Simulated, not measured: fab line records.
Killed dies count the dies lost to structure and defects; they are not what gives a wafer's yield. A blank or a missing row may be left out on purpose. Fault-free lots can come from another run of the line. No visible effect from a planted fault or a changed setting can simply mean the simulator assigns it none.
fab line records -- flow nandHarc
[record] lots = 5, wafers = 15, lastDay = 26
route steps=1159 shown A_CONTACT@890 END@1159
lots with no fault: from the same line, run without faults
startH: hours from the record's first day to the start of the lot's first wafer shown -- waitH: hours since the lot's step before -- " unchanged from the row above -- L1.1+2: a single row standing in for several wafers -- - either no value or no given start -- * or withheld: withheld -- < > ~ a bound
route shown NAME@n: a module of which the file shows steps, and the number in the route of the first -- usual: the fault-free wafers' mean and standard deviation -- same: alike in all rows -- chamber/n: place in a boat -- sites: each site's reading -- _std_site: standard deviation across them -- _edge_site: outer sites' mean less inner sites' -- radiusMm: for every site, how far away it sits from the centre of the wafer -- mask NAME#n: copy n -- behind: the most recent tool/chamber to have shaped the wafer -- hold: cause of the lot's hold/its duration in hours/its outcome -- device: the transistor (n, p or np) that didn't switch -- end of line: at the end of the route, the tests of the same wafers -- for a step that has no rows: nothing shown but its recipe -- killed: the dies lost at the first sort to structure and to defects; this is not the yield of the wafer -- map: a wafer's dies, x killed, . not, _ none there
set.NAME: the setting the step ran with; set.NAME@STEP: the setting that earlier step ran with -- model.NAME: the simulator's own value behind a step, which no gauge read
lots at some steps of the route; a table a step, a row a wafer
services: a tool's chamber out of use, with start hour (startH, from the record's first day; less than 0 if before it), hours out, and reason
[[steps]]
[step NHARC_A_CONTACT_COAT_63]
[recipe] spinRpm = 1500, resistThkNm = 90
[step NHARC_A_CONTACT_SOFTBAKE_64]
[recipe] tempC = 105, timeS = 55
[step NHARC_A_CONTACT_EBR_65]
[step NHARC_A_CONTACT_EXPOSE_66]
[recipe] na = 1.35, sigmaOuter = 0.8, doseMj = 59.02, maskId = A_CC_2
[step NHARC_A_CONTACT_PEB_67]
[recipe] pebTempC = 100, pebTimeS = 65
[step NHARC_A_CONTACT_DEVELOP_68]
[recipe] developTimeS = 35, devTempC = 23
[step NHARC_A_CONTACT_CD_MEAS_69]
[recipe] targetCdNm = 200, landingEnergyEv = 500
[usual] cdNm = 199.8/0.47
lot.wafer,tool,chamber,startH,waitH,cdNm
L794.2,cdSem-02,0,390.04,-,200.2
L794.5,cdSem-02,0,390.04,-,200.7
L794.6,cdSem-02,0,390.04,-,200.0
L799.1,cdSem-01,0,424.69,-,200.1
L799.2,cdSem-01,0,424.69,-,200.0
L799.3,cdSem-01,0,424.69,-,199.4
L808.1,cdSem-03,0,470.21,-,199.6
L808.3,cdSem-03,0,470.21,-,199.9
L808.4,cdSem-03,0,470.21,-,200.4
L812.4,cdSem-01,0,499.12,-,199.3
L812.5,cdSem-01,0,499.12,-,199.6
L812.6,cdSem-01,0,499.12,-,199.9
L815.1,cdSem-02,0,539.78,-,199.3
L815.3,cdSem-02,0,539.78,-,199.9
L815.5,cdSem-02,0,539.78,-,199.8
[step NHARC_A_CONTACT_OVL_MEAS_70]
[usual] overlayXNm = 0.0/0.77, overlayYNm = 0.0/0.69
lot.wafer,tool,chamber,startH,waitH,overlayXNm,overlayYNm
L794.2,overlay-02,-,390.14,-,0.0,0.1
L794.5,overlay-02,-,390.14,-,-0.6,0.4
L794.6,overlay-02,-,390.14,-,-0.9,0.1
L799.1,overlay-02,-,424.78,-,-0.3,0.2
L799.2,overlay-02,-,424.78,-,-0.1,0.7
L799.3,overlay-02,-,424.78,-,-0.4,0.7
L808.1,overlay-02,-,470.31,-,1.3,-1.1
L808.3,overlay-02,-,470.31,-,1.4,-1.3
L808.4,overlay-02,-,470.31,-,1.7,-0.5
L812.4,overlay-01,-,499.20,-,-1.1,-0.5
L812.5,overlay-01,-,499.20,-,-1.3,-0.7
L812.6,overlay-01,-,499.20,-,-0.9,0.1
L815.1,overlay-02,-,539.89,-,-0.1,0.7
L815.3,overlay-02,-,539.89,-,-0.3,0.6
L815.5,overlay-02,-,539.89,-,-0.1,0.8
[step NHARC_A_CONTACT_INSPECT_71]
[usual] rawDefectCount = 28/14
lot.wafer,tool,chamber,startH,waitH,rawDefectCount
L794.2,defectInspect-01,-,390.17,0.0,36
L794.5,defectInspect-01,-,390.17,0.0,33
L794.6,defectInspect-01,-,390.17,0.0,20
L799.1,defectInspect-02,-,424.82,0.0,21
L799.2,defectInspect-02,-,424.82,0.0,29
L799.3,defectInspect-02,-,424.82,0.0,25
L808.1,defectInspect-02,-,470.35,0.0,42
L808.3,defectInspect-02,-,470.35,0.0,35
L808.4,defectInspect-02,-,470.35,0.0,39
L812.4,defectInspect-02,-,499.24,0.0,57
L812.5,defectInspect-02,-,499.24,0.0,42
L812.6,defectInspect-02,-,499.24,0.0,54
L815.1,defectInspect-01,-,539.92,0.0,21
L815.3,defectInspect-01,-,539.92,0.0,9
L815.5,defectInspect-01,-,539.92,0.0,15
[step NHARC_A_CONTACT_DESCUM_74]
[recipe] timeS = 3, o2FlowSccm = 200, arFlowSccm = 0, biasPowerW = 0, chemistry = O2
[usual] drypumpMotorCurrentA = 5.8/0.51, oesProductAu = 1.000/0.011, rfVppV = 57.6/0.92, showerheadPlenumPTorr = 1.89/0.066, throttleValvePct = 11.311/0.0093
lot.wafer,tool,chamber,startH,waitH,drypumpMotorCurrentA,oesProductAu,rfHoursCounterH,rfVppV,showerheadPlenumPTorr,throttleValvePct
L794.2,rieDiel-12,0,390.26,0.1,6.7,1.001,0,60.2,1.88,11.296
L794.5,rieDiel-12,1,390.26,0.1,5.4,1.009,-,57.7,1.94,11.310
L794.6,rieDiel-12,2,390.26,0.1,5.6,0.990,-,58.3,1.81,11.326
L799.2,rieDiel-01,1,424.89,0.1,5.4,0.996,21,58.7,1.99,11.318
L799.3,rieDiel-01,2,424.89,0.1,5.1,0.996,20,57.8,1.85,11.311
L799.1,rieDiel-01,3,424.89,0.1,6.2,0.990,21,57.5,1.85,11.310
L808.1,rieDiel-01,2,470.41,0.1,5.1,1.014,29,57.0,1.84,11.332
L808.4,rieDiel-01,3,470.41,0.1,6.2,0.998,30,56.1,1.85,11.308
L808.3,rieDiel-01,1,470.41,0.1,5.4,0.995,30,58.5,1.99,11.324
L812.4,rieDiel-02,1,499.41,0.2,6.7,0.997,61,58.1,1.85,11.308
L812.5,rieDiel-02,3,499.41,0.2,6.1,0.995,-,58.3,1.97,11.312
L812.6,rieDiel-02,0,499.41,0.2,6.5,0.983,-,56.0,1.84,11.306
L815.3,rieDiel-12,1,539.99,0.1,5.3,1.012,52,57.0,1.93,11.316
L815.1,rieDiel-12,0,539.99,0.1,6.7,1.009,38,57.9,1.86,11.322
L815.5,rieDiel-12,2,539.99,0.1,5.6,1.003,-,55.7,1.80,11.307
[step NHARC_A_CONTACT_ETCH_75]
[recipe] targetDepthA = 390, overEtchFrac = 0.3, timeS = 65, ionEnergyEv = 80, cf4FlowSccm = 150, arFlowSccm = 0, rfW = 300, biasW = 100, chemistry = CF4
[usual] drypumpMotorCurrentA = 5.7/0.5, oesProductAu = 1.000/0.01, rfVppV = 151.1/1.1, showerheadPlenumPTorr = 1.76/0.06, throttleValvePct = 13.284/0.01
[same] overEtchFrac = 0.3
lot.wafer,tool,chamber,startH,waitH,drypumpMotorCurrentA,oesProductAu,rfHoursCounterH,rfVppV,showerheadPlenumPTorr,throttleValvePct
L794.2,rieDiel-12,0,390.32,0.1,6.7,0.993,0,151.1,1.74,13.277
L794.5,rieDiel-12,0,390.32,0.1,6.7,0.997,-,151.2,1.74,13.277
L794.6,rieDiel-12,1,390.32,0.1,5.3,1.006,-,151.3,1.80,13.284
L799.1,rieDiel-01,2,424.96,0.1,5.1,0.999,20,151.5,1.71,13.290
L799.3,rieDiel-01,3,424.96,0.1,6.2,0.993,21,151.4,1.71,13.291
L799.2,rieDiel-01,0,424.96,0.1,5.7,1.011,22,151.0,1.75,13.296
L808.3,rieDiel-01,2,470.50,0.1,5.1,1.013,29,150.4,1.71,13.281
L808.1,rieDiel-01,3,470.50,0.1,6.2,0.989,30,150.8,1.71,13.275
L808.4,rieDiel-01,0,470.50,0.1,5.6,1.013,31,150.1,1.75,13.303
L812.4,rieDiel-02,0,499.99,0.6,6.6,0.981,62,152.2,1.71,13.279
L812.5,rieDiel-02,3,499.99,0.6,6.1,0.998,-,152.2,1.81,13.289
L812.6,rieDiel-02,0,499.99,0.6,6.5,0.996,-,149.7,1.71,13.281
L815.3,rieDiel-12,0,540.18,0.2,6.7,1.000,38,151.0,1.73,13.277
L815.1,rieDiel-12,1,540.18,0.2,5.4,1.017,52,150.6,1.78,13.280
L815.5,rieDiel-12,3,540.18,0.2,5.9,0.988,-,151.5,1.69,13.297
[step NHARC_A_CONTACT_ETCH_76]
[recipe] targetDepthA = 2600, overEtchFrac = 0.3, timeS = 475.3, ionEnergyEv = 200, n2FlowSccm = 150, h2FlowSccm = 150, arFlowSccm = 0, rfW = 400, biasW = 150, chemistry = N2/H2
[usual] drypumpMotorCurrentA = 5.8/0.5, oesProductAu = 1.000/0.011, rfVppV = 429.8/2.1, showerheadPlenumPTorr = 2.01/0.073, throttleValvePct = 14.172/0.0092
[same] overEtchFrac = 0.3
lot.wafer,tool,chamber,startH,waitH,drypumpMotorCurrentA,oesProductAu,rfHoursCounterH,rfVppV,showerheadPlenumPTorr,throttleValvePct
L794.2,rieDiel-12,0,-,-,6.7,1.004,0,430.2,2.00,14.159
L794.6,rieDiel-12,2,-,-,5.6,1.002,-,427.4,1.93,14.164
L794.5,rieDiel-12,3,-,-,5.9,0.991,-,428.7,1.96,14.178
L799.2,rieDiel-01,3,-,-,6.2,1.004,21,429.6,1.97,14.174
L799.3,rieDiel-01,0,-,-,5.6,1.012,22,429.5,2.02,14.159
L799.1,rieDiel-01,2,-,-,5.1,1.007,20,428.9,1.97,14.179
L808.1,rieDiel-01,0,-,-,5.7,1.001,31,429.3,2.01,14.178
L808.4,rieDiel-01,1,-,-,5.4,0.995,30,433.8,2.12,14.167
L808.3,rieDiel-01,3,-,-,6.2,0.991,30,428.8,1.97,14.178
L812.4,rieDiel-02,3,-,-,6.1,0.992,67,432.1,2.10,14.186
L812.5,rieDiel-02,3,-,-,6.1,0.998,-,432.3,2.10,14.173
L812.6,rieDiel-02,0,-,-,6.6,0.988,-,428.5,1.96,14.164
L815.3,rieDiel-12,3,-,-,5.9,0.991,54,427.0,1.94,14.172
L815.1,rieDiel-12,0,-,-,6.6,0.995,38,428.2,1.98,14.169
L815.5,rieDiel-12,2,-,-,5.6,0.978,-,427.4,1.91,14.144
[step NHARC_A_CONTACT_ETCH_77]
[recipe] targetDepthA = 726, timeS = 36.3, cf4FlowSccm = 100, chf3FlowSccm = 30, arFlowSccm = 0, rfW = 500, biasW = 200, chemistry = CF4/CHF3
[usual] drypumpMotorCurrentA = 5.8/0.52, oesProductAu = 0.940/0.021, rfVppV = 370.0/1.9, showerheadPlenumPTorr = 1.56/0.052, throttleValvePct = 16.803/0.0085
lot.wafer,tool,chamber,startH,waitH,drypumpMotorCurrentA,oesProductAu,rfHoursCounterH,rfVppV,showerheadPlenumPTorr,throttleValvePct
L794.2,rieDiel-12,2,390.78,-,5.6,0.961,0,367.7,1.50,16.811
L794.5,rieDiel-12,2,390.78,-,5.6,0.953,-,368.0,1.50,16.804
L794.6,rieDiel-12,3,390.78,-,5.9,0.975,-,370.5,1.52,16.792
L799.3,rieDiel-01,3,425.40,-,6.2,0.970,21,369.0,1.52,16.804
L799.1,rieDiel-01,0,425.40,-,5.6,0.970,22,369.7,1.56,16.795
L799.2,rieDiel-01,2,425.40,-,5.1,0.975,20,369.0,1.52,16.806
L808.1,rieDiel-01,1,471.30,-,5.4,0.928,31,372.4,1.63,16.797
L808.4,rieDiel-01,2,471.30,-,5.1,0.934,30,369.6,1.52,16.796
L808.3,rieDiel-01,0,471.30,-,5.6,0.800,31,370.2,1.55,16.803
L812.4,rieDiel-02,1,500.72,-,6.7,0.925,62,369.0,1.53,16.799
L812.5,rieDiel-02,0,500.72,-,6.6,0.911,-,369.7,1.52,16.801
L812.6,rieDiel-02,1,500.72,-,6.7,0.920,-,370.7,1.53,16.791
L815.3,rieDiel-12,2,540.61,-,5.6,0.917,54,367.5,1.48,16.781
L815.1,rieDiel-12,0,540.61,-,6.7,0.931,39,371.0,1.54,16.797
L815.5,rieDiel-12,1,540.61,-,5.4,0.940,-,369.8,1.58,16.799
[step NHARC_A_CONTACT_ETCH_78]
[recipe] targetDepthA = 28000, overEtchFrac = 0.3, timeS = 728, ionEnergyEv = 150, o2FlowSccm = 400, cosFlowSccm = 20, arFlowSccm = 0, rfW = 500, biasW = 300, chemistry = O2/COS
[usual] cosFlowSccm = 19.99/0.056, drypumpMotorCurrentA = 5.8/0.52, oesProductAu = 0.999/0.011, rfVppV = 313.8/1.6, showerheadPlenumPTorr = 3.08/0.1, throttleValvePct = 28.330/0.0086
[same] overEtchFrac = 0.3
lot.wafer,tool,chamber,startH,waitH,cosFlowSccm,drypumpMotorCurrentA,oesProductAu,rfHoursCounterH,rfVppV,showerheadPlenumPTorr,throttleValvePct
L794.2,rieDiel-12,3,-,-,19.99,5.9,0.993,1,313.2,3.01,28.325
L794.6,rieDiel-12,2,-,-,19.99,5.6,0.987,-,312.7,2.97,28.335
L794.5,rieDiel-12,3,-,-,20.03,5.9,0.994,-,312.1,3.01,28.318
L799.2,rieDiel-01,1,-,-,20.03,5.4,0.994,21,315.4,3.25,28.327
L799.3,rieDiel-01,3,-,-,19.98,6.2,0.991,21,312.4,3.02,28.334
L799.1,rieDiel-01,0,-,-,19.97,5.7,1.007,22,313.7,3.09,28.332
L808.3,rieDiel-01,2,-,-,20.07,5.1,1.014,30,312.5,3.02,28.327
L808.4,rieDiel-01,0,-,-,19.93,5.6,1.020,32,313.3,3.08,28.336
L808.1,rieDiel-01,1,-,-,19.99,5.4,1.001,31,315.3,3.24,28.336
L812.4,rieDiel-02,2,-,-,19.95,5.4,1.008,67,317.7,3.34,28.322
L812.6,rieDiel-02,0,-,-,20.02,6.5,0.987,-,312.6,3.01,28.345
L812.5,rieDiel-02,1,-,-,20.07,6.7,1.000,-,314.1,3.03,28.337
L815.3,rieDiel-12,3,-,-,19.98,5.9,0.988,55,313.1,2.99,28.328
L815.1,rieDiel-12,0,-,-,19.94,6.7,0.999,39,313.4,3.05,28.338
L815.5,rieDiel-12,3,-,-,19.98,5.9,0.993,-,311.6,2.99,28.331
[step NHARC_END_SORT_01]
[recipe] tempC = 25
[usual] killedAtArray = 27/11, killedAtOther = 0.6/1, killedAtPeriphery = 3.0/2.1, killedDies = 31/12, killedOpen = 3.2/1.7, killedShort = 1.7/1.4
[same] grossDies = 677
lot.wafer,tool,chamber,startH,waitH,killedAtArray,killedAtOther,killedAtPeriphery,killedDies,killedOpen,killedShort
L808.3,prober-01,0,541.62,3.1,511,0,4,515,0,2
// killed by level:class
L808.3 A_CONTACT:areaEtch=478 A_SLIT:chamberFilmFlake=15 A_STAIRCASE:chamberFilmFlake=6 P_STI:chamberFilmFlake=4 A_CHANNEL_HOLE_D1:chamberFilmFlake=4 A_CONTACT:chamberFilmFlake=4 A_CHANNEL_FILL_D1:geometricParticle:short=1 A_WL_FILL:geometricParticle:short=1
// map L808.3 (x killed, . not)
____________.____________
_________.xxx.x._________
_______.xx.xxx.x.x_______
______xxx.xxxx...xx______
_____..xxxx.xxxx...x_____
____x.....x.xx.xx.x..____
____.xx..xxx...x.x.xx____
___..xx....xxxx.xxxxxx___
___xx....xxxxx.xx..x.x___
__....xx.xxxx.x..xxxxxx__
__xxxxxxx.xxx.x.xxxxxxx__
_..x..xxxxxxxxx.xx.xxxx._
_xx.xx..x.xx.xxxxxx.xx.x_
_.xxxxx.x..xxxxxxxxxxx.x_
_.x.xxxxxx.xxxxxxx.x.xxx_
_x.xxxxxxxx.xxxx.x.x...x_
xxxxxxxxxxxxxxxxxx.x.xxxx
xxxxxx.xx.xxxxx.xxxxxxx.x
xx.xx.xxxxxxxxxxxxxxxxxxx
xxx..xxxxxxxx.x.xxxx..x.x
.xxx.xxxxx..xxxxxxxxxx.xx
_xxxxxx.xxxxxxxxxxxxx.xx_
_x..xxxxxxxxxxxxxxxxxxx._
_xxx.xxxxx.xxx.x.xxx.xx._
_x..xxxx.x.xxxxxxxxxx.x._
_xxxx.xxxxxxx.xxxxx..xxx_
__.x.x.xxxxxxxxxxxx.xxx__
__.xxxxxxx.xxx.xxxxxx.x__
___xx.xxxxxxxxxxxxxxxx___
___..xxxxxxxxxxxxxxxxx___
____xxxxxx.xxxxxxxx..____
____x.xxx.xxxxxxxxxxx____
_____.x.x.xxxxxxxxx._____
______xx.xxx.xx.xxx______
_______x...xxxxxxx_______
_________x..xxxx_________
____________x____________
// map L799.2 (x killed, . not)
____________.____________
_________......._________
_______..........._______
______............x______
_____..............._____
____.................____
____..............x..____
___..x................___
___...................___
__.....................__
__....................x__
_......................._
_......................._
_......................._
_..................x...._
_......................._
........x................
..............x.........x
.x......x...............x
..x......................
....x....................
_x......................_
_xx....................._
_x.x.................x.x_
_xx....................x_
_xx.x.....x............._
__.....................__
__.....................__
___...................___
___................x..___
____.................____
____.................____
_____..............._____
______.x...........______
_______..........._______
_________......._________
____________.____________
[[services]]
tool,chamber,startH,hours,kind
rieDiel-01,0,372.97,-,clean
rieDiel-01,1,372.97,-,clean
rieDiel-01,2,372.97,-,clean
rieDiel-01,3,372.97,-,clean
rieDiel-12,-,379.62,9.0,pm
rieDiel-12,0,379.62,9.0,ventCycle
rieDiel-12,1,379.62,9.0,ventCycle
rieDiel-12,2,379.62,9.0,ventCycle
rieDiel-12,3,379.62,9.0,ventCycle
rieDiel-12,0,388.62,-,clean
rieDiel-12,1,388.62,-,clean
rieDiel-12,2,388.62,-,clean
rieDiel-12,3,388.62,-,clean
rieDiel-01,0,397.60,-,clean
rieDiel-01,1,397.60,-,clean
rieDiel-01,2,397.60,-,clean
rieDiel-01,3,397.60,-,clean
rieDiel-12,0,412.71,46.5,repair
rieDiel-12,1,413.13,-,clean
rieDiel-01,1,432.22,3.1,repair
rieDiel-01,2,485.49,7.9,repair
rieDiel-01,-,492.13,9.0,pm
rieDiel-02,-,505.00,9.0,pm
rieDiel-12,1,525.96,3.7,repair
[[key]]
[firstSign] step = NHARC_A_CONTACT_ETCH_77, reading = oesProductAu, direction = down, sigmas = 6.6, usual = 0.940, struck = 0.800
[effect] step = NHARC_END_SORT_01, reading = killedAtArray, direction = up, sigmas = 42, usual = 27, struck = 511
[moreKillsBornAt] NHARC_A_CONTACT_ETCH_77@rieDiel-01 = 478
metAt NHARC_A_CONTACT_ETCH_77
struckWafers L808.3
laterRowsLeftOut L808.3
testerLeftOut L808
onsetBetween 425.40 471.30
[fault] kind = processParameterDrift, tool = rieDiel-01, chamber = 0, onsetH = 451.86, steps = NHARC_A_CONTACT_ETCH_77, channel = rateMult, offset = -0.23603, shape = step, endH = 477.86
// testerLeftOut: of these lots the tester's yield and bins aren't shown, on N5 and GAA mostly nor the transistor test; their killed dies are dies lost to structure and defects alone, not to doping, threshold or leakage, so they don't give the yield
// laterRowsLeftOut: the simulator's readings of these wafers behind a module that went badly wrong aren't trusted and aren't shown, but for the sort
